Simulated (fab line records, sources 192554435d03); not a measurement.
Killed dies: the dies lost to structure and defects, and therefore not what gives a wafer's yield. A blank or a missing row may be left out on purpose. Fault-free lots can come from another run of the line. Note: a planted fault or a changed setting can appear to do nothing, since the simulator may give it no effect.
fab line records -- flow n5_finfet
record lots=7, wafers=18, last_day=18
route steps=1938 shown BEOL_M0_SAQP@640 BEOL_M4@1111 PASSIVATION@1936
lots untouched by any fault: they come from a run of this same line in which no faults occurred
start_h: hours from the record's opening day to when the first of the lot's shown wafers began -- wait_h: hours since the lot's step before -- " the same as in the row above -- L1.1+2: a row that stands for several wafers -- - either no value or no given start -- * or withheld: withheld -- < > ~ a bound
route shown NAME@n: NAME is a module with steps in the file, n the number in the route of the first one -- usual: average and standard deviation across the fault-free wafers -- same: alike in all rows -- chamber/n: place in a boat -- sites: the reading at each site -- _std_site: the standard deviation of these -- _edge_site: inner sites' mean taken away from outer sites' mean -- radius_mm: how far each site lies from the wafer's centre -- mask NAME#n: copy n -- behind: the tool/chamber that last shaped the wafer -- hold: the reason the lot was held/the length of the hold in hours/how it ended -- device: whichever transistor did not switch (one of n, p or np) -- end of line: the same wafers' tests at the end of the route -- where a step has no rows: the recipe by itself -- killed: not the wafer's yield, but the dies lost to structure and defects at the first sort -- map: per-die view of a wafer (x killed, . not killed, _ where there is no die)
set.NAME: the setting that was run; set.NAME@STEP: the one run at that earlier step -- model.NAME: the simulator's own value behind a step, which no gauge read
certain route steps with their lots: each step a table, each wafer a row
services: when a tool's chamber went out of use (start_h, in hours from the record's first day, below 0 if earlier), for how many hours, and the reason
## steps
# step N5_BEOL_M0_SAQP_HM_DEP_111
# recipe material=SiO2, target_thk_a=120, temp_c=400, precursor=SiH4/N2O, pressure_torr=0.75, rf_w=275, time_s=7.2
# usual heater_power_outer_w=460/59, heater_power_w=759/110, showerhead_plenum_p_Torr=8.07/0.14
lot.wafer,tool,chamber,start_h,wait_h,heater_power_outer_w,heater_power_w,showerhead_plenum_p_Torr
L686.2,pecvd-04,0,137.12,0.0,398,649,8.08
L686.3,pecvd-04,1,137.12,0.0,479,712,8.15
L686.5,pecvd-04,1,137.12,0.0,479,714,8.15
L689.3,pecvd-02,1,158.14,0.0,454,786,8.19
L689.4,pecvd-02,0,158.14,0.0,330,532,8.37
L691.2,pecvd-03,2,173.59,0.0,533,836,8.02
L691.5,pecvd-03,2,173.59,0.0,533,846,8.01
L692.4,pecvd-04,2,180.54,0.1,601,1069,7.90
L692.5,pecvd-04,1,180.54,0.1,451,673,8.15
L697.2,pecvd-03,2,206.34,0.1,546,895,8.04
L697.4,pecvd-03,2,206.34,0.1,557,888,8.01
L697.5,pecvd-03,1,206.34,0.1,383,651,7.85
L702.1,pecvd-03,2,233.55,0.0,469,767,8.01
L702.3,pecvd-03,1,233.55,0.0,394,681,7.85
L702.4,pecvd-03,2,233.55,0.0,465,758,8.04
L704.3,pecvd-02,0,249.38,0.0,389,584,8.36
L704.4,pecvd-02,2,249.38,0.0,524,910,8.26
L704.6,pecvd-02,0,249.38,0.0,379,590,8.38
# step N5_BEOL_M0_SAQP_COAT_81
# recipe resist=SOC, temp_c=250, time_s=60, spin_rpm=1500, resist_thk_nm=100
# step N5_BEOL_M0_SAQP_COAT_82
# recipe resist=SiARC, temp_c=220, time_s=60, spin_rpm=1500, resist_thk_nm=30
# step N5_BEOL_M0_SAQP_COAT_08
# recipe resist=CAR-ArF, spin_rpm=1500, resist_thk_nm=90
# step N5_BEOL_M0_SAQP_EBR_10
# recipe solvent=PGMEA, ebr_width_mm=1.5
# step N5_BEOL_M0_SAQP_SOFTBAKE_09
# recipe temp_c=110, time_s=60, resist=CAR-ArF
# step N5_BEOL_M0_SAQP_EXPOSE_11
# recipe mask_id=M0_CORE, na=1.35, source_shape=dipole, sigma_inner=0.538, sigma_outer=0.738, polarization=te, target_cd_nm=42, dose_mj=55
# step N5_BEOL_M0_SAQP_PEB_12
# recipe peb_temp_c=withheld, peb_time_s=60, resist=CAR-ArF
# step N5_BEOL_M0_SAQP_DEVELOP_13
# recipe develop_time_s=30, developer=TMAH, resist=CAR-ArF, dev_temp_c=23, rinse_liquid=diw, dry=air_spin
# step N5_BEOL_M0_SAQP_CD_MEAS_14
# recipe target_cd_nm=42.5, landing_energy_ev=500, detector=se_inlens
# usual cd_nm=42.3/0.41
lot.wafer,tool,chamber,start_h,wait_h,cd_nm
L686.2,cd_sem-01,0,137.59,-,42.0
L686.3,cd_sem-01,0,137.59,-,42.1
L686.5,cd_sem-01,0,137.59,-,41.9
L689.3,cd_sem-03,0,158.47,-,42.4
L689.4,cd_sem-03,0,158.47,-,42.7
L691.2,cd_sem-03,0,174.03,-,43.2
L691.5,cd_sem-03,0,174.03,-,42.4
L692.4,cd_sem-01,0,180.86,-,42.2
L692.5,cd_sem-01,0,180.86,-,42.7
L697.2,cd_sem-02,0,206.78,-,43.0
L697.4,cd_sem-02,0,206.78,-,42.5
L697.5,cd_sem-02,0,206.78,-,42.7
L702.1,cd_sem-02,0,234.00,-,42.1
L702.3,cd_sem-02,0,234.00,-,42.1
L702.4,cd_sem-02,0,234.00,-,42.3
L704.3,cd_sem-02,0,249.70,-,42.9
L704.4,cd_sem-02,0,249.70,-,42.2
L704.6,cd_sem-02,0,249.70,-,42.1
# step N5_BEOL_M0_SAQP_OVL_MEAS_15
# recipe points_per_wafer=44
# usual M0_CORE_OVL=-0.4/0.77
lot.wafer,tool,chamber,start_h,wait_h,M0_CORE_OVL[nm]
L686.2,overlay-01,0,137.62,0.0,-1.2
L686.3,overlay-01,0,137.62,0.0,-1.3
L686.5,overlay-01,0,137.62,0.0,-0.5
L689.3,overlay-01,0,158.50,0.0,0.2
L689.4,overlay-01,0,158.50,0.0,0.6
L691.2,overlay-01,0,174.06,0.0,-0.4
L691.5,overlay-01,0,174.06,0.0,-0.7
L692.4,overlay-02,0,180.88,0.0,-0.5
L692.5,overlay-02,0,180.88,0.0,-1.4
L697.2,overlay-02,0,206.81,0.0,0.2
L697.4,overlay-02,0,206.81,0.0,1.2
L697.5,overlay-02,0,206.81,0.0,-0.5
L702.1,overlay-01,0,234.03,0.0,-0.6
L702.3,overlay-01,0,234.03,0.0,0.3
L702.4,overlay-01,0,234.03,0.0,-0.2
L704.3,overlay-01,0,249.73,0.0,-1.1
L704.4,overlay-01,0,249.73,0.0,-2.1
L704.6,overlay-01,0,249.73,0.0,-1.7
# step N5_BEOL_M0_SAQP_INSPECT_16
# recipe mode=adi, inspect_instrument=brightfield
# usual raw_defect_count=548/150
lot.wafer,tool,chamber,start_h,wait_h,raw_defect_count
L686.2,defect_inspect-01,-,137.64,0.0,290
L686.3,defect_inspect-01,-,137.64,0.0,519
L686.5,defect_inspect-01,-,137.64,0.0,576
L689.3,defect_inspect-02,-,158.52,0.0,272
L689.4,defect_inspect-02,-,158.52,0.0,494
L691.2,defect_inspect-02,-,174.09,0.0,534
L691.5,defect_inspect-02,-,174.09,0.0,847
L692.4,defect_inspect-01,-,180.91,0.0,408
L692.5,defect_inspect-01,-,180.91,0.0,341
L697.2,defect_inspect-02,-,206.84,0.0,443
L697.4,defect_inspect-02,-,206.84,0.0,562
L697.5,defect_inspect-02,-,206.84,0.0,547
L702.1,defect_inspect-02,-,234.05,0.0,586
L702.3,defect_inspect-02,-,234.05,0.0,533
L702.4,defect_inspect-02,-,234.05,0.0,484
L704.3,defect_inspect-02,-,249.76,0.0,520
L704.4,defect_inspect-02,-,249.76,0.0,339
L704.6,defect_inspect-02,-,249.76,0.0,397
# step N5_BEOL_M0_SAQP_DESCUM_19
# recipe chemistry=O2, time_s=7.9, source_power_w=50, bias_power_w=20, pressure_mtorr=20, rf_frequency_hz=2.712e+07, temp_c=40, resist=CAR-ArF, o2_flow_sccm=225
# usual drypump_motor_current_A=5.6/0.41, o2_flow_sccm=225.0/0.68, oes_product_au=0.79/0.083, rf_vpp_V=242.8/1.3, showerhead_plenum_p_Torr=2.08/0.058, throttle_valve_pct=20.53/0.24
lot.wafer,tool,chamber,start_h,wait_h,drypump_motor_current_A,o2_flow_sccm,oes_product_au,rf_hours_counter_h,rf_vpp_V,showerhead_plenum_p_Torr,throttle_valve_pct,model.CAR-ArF_of_BEOL_M0_SAQP_COAT_08.thk_nm
L686.2,rie_diel-06,1,137.79,0.1,5.7,224.5,0.77,159,243.0,2.08,20.59,83
L686.3,rie_diel-06,0,137.79,0.1,5.2,224.7,0.84,58,241.2,2.02,20.16,83.2
L686.5,rie_diel-06,0,137.79,0.1,5.2,225.8,0.84,-,243.1,2.02,20.15,83
L689.3,rie_diel-04,3,158.55,0.0,5.1,225.6,0.88,36,242.9,2.06,20.53,84.4
L689.4,rie_diel-04,1,158.55,0.0,5.2,224.0,0.73,198,242.7,2.07,20.36,83.2
L691.2,rie_diel-04,2,174.12,0.0,5.7,224.8,0.70,228,240.6,2.00,20.96,83.4
L691.5,rie_diel-04,3,174.12,0.0,5.2,225.1,0.86,-,242.9,2.06,20.52,83.6
L692.4,rie_diel-04,3,180.94,0.0,5.2,225.7,0.87,42,241.6,2.06,20.54,83.8
L692.5,rie_diel-04,3,180.94,0.0,5.2,225.1,0.88,-,242.8,2.06,20.54,84.4
L697.2,rie_diel-03,1,206.96,0.1,5.4,224.7,0.88,30,244.0,2.23,20.50,83.4
L697.4,rie_diel-03,0,206.96,0.1,5.1,225.3,0.72,207,243.0,2.06,20.44,83
L697.5,rie_diel-03,0,206.96,0.1,5.1,224.5,0.72,-,243.9,2.06,20.46,83
L702.1,rie_diel-06,1,234.08,0.0,5.7,225.3,0.75,190,243.3,2.07,20.63,83.8
L702.3,rie_diel-06,3,234.08,0.0,6.2,224.3,0.86,50,243.5,2.12,20.26,83.6
L702.4,rie_diel-06,0,234.08,0.0,5.2,225.5,0.79,88,242.4,2.01,20.18,83.6
L704.3,rie_diel-04,1,250.84,1.1,5.2,226.3,0.70,223,243.6,2.06,20.38,84
L704.4,rie_diel-04,3,250.84,1.1,5.1,223.5,0.83,61,243.7,2.06,20.54,83.8
L704.6,rie_diel-04,1,250.84,1.1,5.3,226.6,0.70,-,243.2,2.06,20.40,83.8
# step N5_BEOL_M0_SAQP_ETCH_83
# recipe chemistry=CF4, target=SiARC, target_depth_a=390, mask_material=CAR-ArF, time_s=65, ion_energy_ev=80, pressure_mtorr=40, source_w=545, bias_w=36, Ar_flow_sccm=100, cf4_flow_sccm=100, ends=cleared
# usual drypump_motor_current_A=5.6/0.41, etch_rf_on_time_s=65.5/2.5, oes_product_au=0.67/0.068, rf_vpp_V=183.8/1.1, showerhead_plenum_p_Torr=2.12/0.055, throttle_valve_pct=15.69/0.21
lot.wafer,tool,chamber,start_h,wait_h,drypump_motor_current_A,etch_rf_on_time_s,oes_product_au,rf_hours_counter_h,rf_vpp_V,showerhead_plenum_p_Torr,throttle_valve_pct,model.CAR-ArF_of_BEOL_M0_SAQP_COAT_08.thk_nm
L686.2,rie_diel-06,1,137.83,0.0,5.7,65.3,0.64,159,184.0,2.13,15.77,55.2
L686.3,rie_diel-06,0,137.83,0.0,5.2,69.5,0.70,58,182.7,2.09,15.45,55.2
L686.5,rie_diel-06,0,137.83,0.0,5.2,68.5,0.71,-,184.2,2.09,15.45,55.2
L689.3,rie_diel-04,3,158.59,0.0,5.2,66.6,0.76,36,183.8,2.09,15.50,56.2
L689.4,rie_diel-04,1,158.59,0.0,5.2,63.5,0.62,198,183.9,2.12,15.61,55.2
L691.2,rie_diel-04,2,174.16,0.0,5.7,61.6,0.61,228,183.0,2.04,16.01,55.4
L691.5,rie_diel-04,3,174.16,0.0,5.2,66.4,0.75,-,182.4,2.09,15.51,55.6
L692.4,rie_diel-04,3,180.97,0.0,5.2,67.0,0.74,42,183.9,2.09,15.50,55.6
L692.5,rie_diel-04,3,180.97,0.0,5.1,66.7,0.74,-,184.4,2.09,15.49,56.4
L697.2,rie_diel-03,1,207.00,0.0,5.4,68.5,0.73,30,184.9,2.26,15.57,55.6
L697.4,rie_diel-03,0,207.00,0.0,5.1,68.7,0.60,207,184.6,2.14,15.84,55
L697.5,rie_diel-03,0,207.00,0.0,5.1,69.5,0.59,-,182.8,2.14,15.84,55
L702.1,rie_diel-06,1,234.12,0.0,5.7,65.6,0.61,190,183.1,2.12,15.84,55.8
L702.3,rie_diel-06,3,234.12,0.0,6.2,66.9,0.71,50,185.4,2.18,15.46,55.6
L702.4,rie_diel-06,0,234.12,0.0,5.2,70.1,0.67,88,184.2,2.08,15.53,55.8
L704.3,rie_diel-04,1,250.88,0.0,5.2,64.9,0.60,223,183.6,2.11,15.65,55.8
L704.4,rie_diel-04,3,250.88,0.0,5.2,67.6,0.71,61,182.5,2.09,15.55,55.6
L704.6,rie_diel-04,1,250.88,0.0,5.2,64.4,0.60,-,186.7,2.11,15.66,55.6
# step N5_BEOL_M0_SAQP_ETCH_84
# recipe chemistry=N2/H2, target=SOC, target_depth_a=1000, overetch_a=200, mask_material=SiARC, temp_c=40, time_s=150, ion_energy_ev=200, pressure_mtorr=30, source_w=840, bias_w=150, n2_flow_sccm=200, h2_flow_sccm=200
# usual drypump_motor_current_A=5.6/0.41, oes_product_au=0.70/0.075, rf_vpp_V=523.2/2, showerhead_plenum_p_Torr=2.52/0.07, throttle_valve_pct=18.0/0.3
lot.wafer,tool,chamber,start_h,wait_h,drypump_motor_current_A,oes_product_au,rf_hours_counter_h,rf_vpp_V,showerhead_plenum_p_Torr,throttle_valve_pct
L686.2,rie_diel-06,1,137.88,0.0,5.7,0.66,159,523.2,2.54,18.0
L686.3,rie_diel-06,0,137.88,0.0,5.2,0.76,58,522.9,2.46,17.5
L686.5,rie_diel-06,0,137.88,0.0,5.2,0.76,-,522.9,2.46,17.5
L689.3,rie_diel-04,3,158.64,0.0,5.1,0.79,36,523.1,2.49,17.8
L689.4,rie_diel-04,1,158.64,0.0,5.3,0.65,198,523.7,2.51,17.8
L691.2,rie_diel-04,2,174.21,0.0,5.7,0.62,228,520.2,2.42,18.5
L691.5,rie_diel-04,3,174.21,0.0,5.2,0.79,-,523.3,2.48,17.8
L692.4,rie_diel-04,3,181.02,0.0,5.2,0.78,42,521.5,2.48,17.8
L692.5,rie_diel-04,3,181.02,0.0,5.2,0.78,-,522.3,2.48,17.8
L697.2,rie_diel-03,1,207.05,0.0,5.4,0.79,30,527.1,2.69,17.8
L697.4,rie_diel-03,0,207.05,0.0,5.1,0.64,207,522.0,2.54,18.0
L697.5,rie_diel-03,0,207.05,0.0,5.1,0.64,-,523.5,2.54,18.1
L702.1,rie_diel-06,1,234.17,0.0,5.7,0.65,190,523.1,2.53,18.1
L702.3,rie_diel-06,3,234.17,0.0,6.2,0.76,50,525.6,2.59,17.8
L702.4,rie_diel-06,0,234.17,0.0,5.2,0.73,88,522.8,2.44,17.5
L704.3,rie_diel-04,1,250.93,0.0,5.3,0.63,224,521.9,2.50,17.8
L704.4,rie_diel-04,3,250.93,0.0,5.2,0.77,61,522.6,2.48,17.8
L704.6,rie_diel-04,1,250.93,0.0,5.3,0.63,-,523.9,2.50,17.8
# step N5_BEOL_M4_RC_MEAS_101
# usual DIBL_N=36.0/2.5, DIBL_P=36.2/3, IOFF_N=0.16/0.044, IOFF_P=0.21/0.049, ION_N=671/15, ION_P=461/8.7, SS_N=71.5/0.72, SS_P=73.4/0.9, VT_N=251/4.4, VT_P=-250/4
lot.wafer,tool,chamber,start_h,wait_h,DIBL_N[mV/V],DIBL_P[mV/V],IOFF_N[nA/um],IOFF_P[nA/um],ION_N[uA/um],ION_P[uA/um],SS_N[mV/dec],SS_P[mV/dec],VT_N[mV],VT_P[mV]
L686.2,prober-02,0,215.42,0.2,37.3,37.8,0.17,0.23,682,467,71.5,73.6,248,-250
L686.3,prober-02,0,215.42,0.2,35.3,35.8,0.13,0.19,675,467,71.4,73.0,250,-253
L686.5,prober-02,0,215.42,0.2,38.8,38.8,0.21,0.24,697,474,72.1,74.2,245,-247
L689.3,prober-01,0,222.84,0.3,31.1,28.8,0.08,0.11,635,434,70.0,71.6,260,-260
L689.4,prober-01,0,222.84,0.3,36.0,35.3,0.13,0.16,658,450,71.4,73.9,255,-258
L691.2,prober-02,0,244.47,0.2,35.3,34.4,0.13,0.20,671,460,71.0,73.2,251,-251
L691.5,prober-02,0,244.47,0.2,33.5,31.9,0.10,0.16,656,463,70.2,73.2,254,-250
L692.4,prober-02,0,252.35,0.5,35.2,34.6,0.13,0.18,665,453,71.1,72.8,252,-253
L692.5,prober-02,0,252.35,0.5,34.5,33.7,0.12,0.16,666,456,71.1,71.6,255,-253
L697.2,prober-02,0,271.16,0.2,38.9,40.4,0.23,0.28,701,476,72.3,73.8,245,-246
L697.4,prober-02,0,271.16,0.2,35.1,34.5,0.15,0.18,678,458,71.1,72.5,249,-253
L697.5,prober-02,0,271.16,0.2,36.7,37.4,0.17,0.22,692,468,72.2,73.7,250,-252
L702.1,prober-01,0,309.27,0.4,36.4,36.8,0.18,0.27,693,481,71.3,72.0,243,-242
L702.3,prober-01,0,309.27,0.4,37.4,36.8,0.19,0.25,678,468,70.8,73.8,246,-246
L702.4,prober-01,0,309.27,0.4,36.1,34.6,0.15,0.20,666,458,71.4,72.9,250,-251
L704.3,prober-02,0,319.01,0.3,30.4,29.3,0.07,0.10,638,438,70.0,71.8,261,-263
L704.4,prober-02,0,319.01,0.3,35.3,35.9,0.12,0.18,662,456,71.2,73.4,256,-255
L704.6,prober-02,0,319.01,0.3,33.7,33.6,0.11,0.14,660,453,71.0,73.0,256,-258
# step N5_PASSIVATION_PROBE_49
# usual defect_limited_yield=91.7/1.4, killed_at_M0_to_M3=31/11, killed_at_M4_up=13/4.6, killed_at_contacts=13/6.7, killed_at_front_end=39/9.6, killed_at_other=3.5/2.8, killed_dies=98/16, killed_open=64/11, killed_short=33/8.5, sort_bin_4_leakage=0.00/0.032, sort_bin_5_function=4.9/0.96, sort_bin_6_memory=3.1/0.59, sort_bin_8_speed=0.2/1.3, sort_n_pass=1080/23
# same gross_dies=1180, killed_at_back_side=0
lot.wafer,tool,chamber,start_h,wait_h,defect_limited_yield[%],killed_at_M0_to_M3,killed_at_M4_up,killed_at_contacts,killed_at_front_end,killed_at_other,killed_dies,killed_open,killed_short,sort_bin_4_leakage[%],sort_bin_5_function[%],sort_bin_6_memory[%],sort_bin_8_speed[%],sort_n_pass
L689.3,prober-01,-,337.41,0.1,93.4,18,17,4,35,4,78,46,30,0,3.4,3.1,4.7,1046
L689.4,prober-01,-,337.46,0.2,93.0,22,13,9,35,4,83,57,24,0,4.2,2.8,0,1097
L691.2,prober-01,-,343.66,0.1,90.8,38,13,13,40,4,108,61,47,0,6.0,2.8,0,1072
L691.5,prober-01,-,343.81,0.2,89.6,50,13,13,45,2,123,78,45,0,6.7,3.1,0,1057
L702.1,prober-01,-,414.07,0.0,90.6,45,7,11,44,4,111,66,44,0,5.4,3.7,0,1069
L702.3,prober-01,-,414.17,0.1,89.4,54,18,18,32,3,125,80,44,0,6.3,3.9,0,1055
L702.4,prober-01,-,414.22,0.2,90.3,48,5,7,54,0,114,71,42,0,5.1,4.2,0,1066
L704.3,prober-01,-,422.98,0.1,92.2,24,6,9,39,14,92,61,31,0,5.2,2.6,0.2,1086
L704.4,prober-01,-,423.03,0.2,92.0,25,12,16,39,2,94,62,32,0,5.1,2.4,0,1086
L704.6,prober-01,-,423.13,0.3,90.2,16,17,15,63,5,116,73,34,0,5.3,3.3,0,1064
# killed by level:class
L689.3 GATE_CUT:geometric_particle:short=11 BEOL_M4:geometric_particle:open=9 STI_FIN_REVEAL:geometric_particle:open=6 GATE_CUT:geometric_particle:open=4 BEOL_M0_SAQP:geometric_particle:short=4 BEOL_M3:geometric_particle:open=4 STARTING-WAFER:geometric_particle:open=4 FIN_SAQP:geometric_particle:short=3
L689.4 MOL_CONTACT_COAG:geometric_particle:open=8 BEOL_M1:geometric_particle:open=7 BEOL_M4:geometric_particle:open=6 FIN_SAQP:geometric_particle:open=5 BEOL_M2:geometric_particle:open=5 STARTING-WAFER:geometric_particle:open=5 STI_FIN_REVEAL:geometric_particle:open=4 DUMMY_GATE:geometric_particle:open=4
L691.2 BEOL_M0_SAQP:geometric_particle:short=14 STI_FIN_REVEAL:geometric_particle:open=10 FIN_SAQP:geometric_particle:open=8 MOL_CONTACT_COAG:geometric_particle:open=8 STARTING-WAFER:geometric_particle:short=6 MOL_CONTACT_COAG:geometric_particle:short=5 BEOL_M0_SAQP:geometric_particle:open=5 BEOL_M2:geometric_particle:short=5
L691.5 BEOL_M0_SAQP:geometric_particle:short=13 FIN_SAQP:geometric_particle:short=11 BEOL_M0_SAQP:geometric_particle:open=11 STI_FIN_REVEAL:geometric_particle:open=11 FIN_SAQP:geometric_particle:open=10 BEOL_M0:geometric_particle:open=10 MOL_CONTACT_COAG:geometric_particle:open=10 BEOL_M4:geometric_particle:open=6
L702.1 BEOL_M3:geometric_particle:open=16 FIN_SAQP:geometric_particle:short=15 FIN_SAQP:geometric_particle:open=10 BEOL_M0_SAQP:geometric_particle:short=10 BEOL_M0_SAQP:geometric_particle:open=8 MOL_CONTACT_COAG:geometric_particle:short=6 MOL_CONTACT_COAG:geometric_particle:open=5 STI_FIN_REVEAL:geometric_particle:open=4
L702.3 BEOL_M1:geometric_particle:open=22 MOL_CONTACT_COAG:geometric_particle:open=16 BEOL_M0_SAQP:geometric_particle:short=16 FIN_SAQP:geometric_particle:open=8 FIN_SAQP:geometric_particle:short=8 STI_FIN_REVEAL:geometric_particle:open=4 BEOL_M0_SAQP:geometric_particle:open=4 BEOL_M1:geometric_particle:short=4
L702.4 FIN_SAQP:geometric_particle:open=16 BEOL_M0_SAQP:geometric_particle:short=15 BEOL_M0_SAQP:geometric_particle:open=14 STI_FIN_REVEAL:geometric_particle:open=9 BEOL_M1:geometric_particle:open=8 FIN_SAQP:geometric_particle:short=7 BEOL_M3:geometric_particle:open=5 DUMMY_GATE:geometric_particle:open=4
L704.3 STI_FIN_REVEAL:geometric_particle:open=10 PASS1_CAP:geometric_particle:short=10 FIN_SAQP:geometric_particle:open=9 FIN_SAQP:geometric_particle:short=9 MOL_CONTACT_COAG:geometric_particle:open=8 BEOL_M0_SAQP:geometric_particle:open=6 BEOL_M1:geometric_particle:open=6 BEOL_M3:geometric_particle:open=5
L704.4 STI_FIN_REVEAL:geometric_particle:open=15 MOL_CONTACT_COAG:geometric_particle:open=10 FIN_SAQP:geometric_particle:open=6 MOL_CONTACT_COAG:geometric_particle:short=6 BEOL_M3:geometric_particle:open=6 BEOL_M0_SAQP:geometric_particle:open=5 FIN_SAQP:geometric_particle:short=4 STI_FIN_REVEAL:geometric_particle:short=4
L704.6 STI_FIN_REVEAL:geometric_particle:open=14 FIN_SAQP:geometric_particle:short=12 MOL_CONTACT_COAG:geometric_particle:open=10 BEOL_M5:geometric_particle:open=10 FIN_SAQP:geometric_particle:open=9 HKMG_FIN:area_etch=9 MOL_CONTACT_COAG:geometric_particle:short=5 ILD0:geometric_particle:open=4
## services
tool,chamber,start_h,hours,kind
pecvd-03,0,115.04,14.0,repair
pecvd-03,-,119.02,1.2,repair
pecvd-02,-,130.40,5.5,pm
pecvd-04,1,132.25,2.1,scheduled_down
rie_diel-06,3,133.56,10.2,repair
pecvd-04,2,134.94,5.5,scheduled_down
rie_diel-03,1,146.18,2.5,repair
pecvd-04,1,156.71,4.8,repair
rie_diel-03,-,159.37,0.7,repair
rie_diel-03,2,161.15,-,clean
rie_diel-03,2,161.15,-,consumable_replace:focus_ring
rie_diel-03,2,161.15,13.2,scheduled_down
rie_diel-03,2,161.15,13.2,vent_cycle
pecvd-02,-,177.81,12.4,repair
pecvd-03,2,180.79,5.7,repair
rie_diel-04,-,188.17,14.6,pm
pecvd-04,0,188.67,5.5,scheduled_down
pecvd-04,2,202.38,-,clean
pecvd-04,2,202.38,-,consumable_replace:showerhead
pecvd-02,-,218.26,16.8,repair
pecvd-02,-,237.05,4.3,pm
rie_diel-03,-,239.00,15.6,pm
pecvd-03,-,242.55,1.7,repair
pecvd-03,-,247.71,5.3,repair
## key
first_sign none at tools or gauges
model_effect step=N5_BEOL_M0_SAQP_DESCUM_19, value=CAR-ArF_of_BEOL_M0_SAQP_COAT_08.thk_nm, without=83.53, struck=84.13
model_effect step=N5_BEOL_M0_SAQP_ETCH_83, value=CAR-ArF_of_BEOL_M0_SAQP_COAT_08.thk_nm, without=55.53, struck=56.07
met_at N5_BEOL_M0_SAQP_DESCUM_19
struck_wafers L689.3,L691.5,L692.5
fault kind=process_parameter_drift, tool=rie_diel-04, chamber=-, onset_h=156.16, steps=N5_BEOL_M0_SAQP_DESCUM_19, channel=time_s, offset=*, shape=step, end_h=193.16, scope=struck_wafers_only, acts_in=*, stated=*
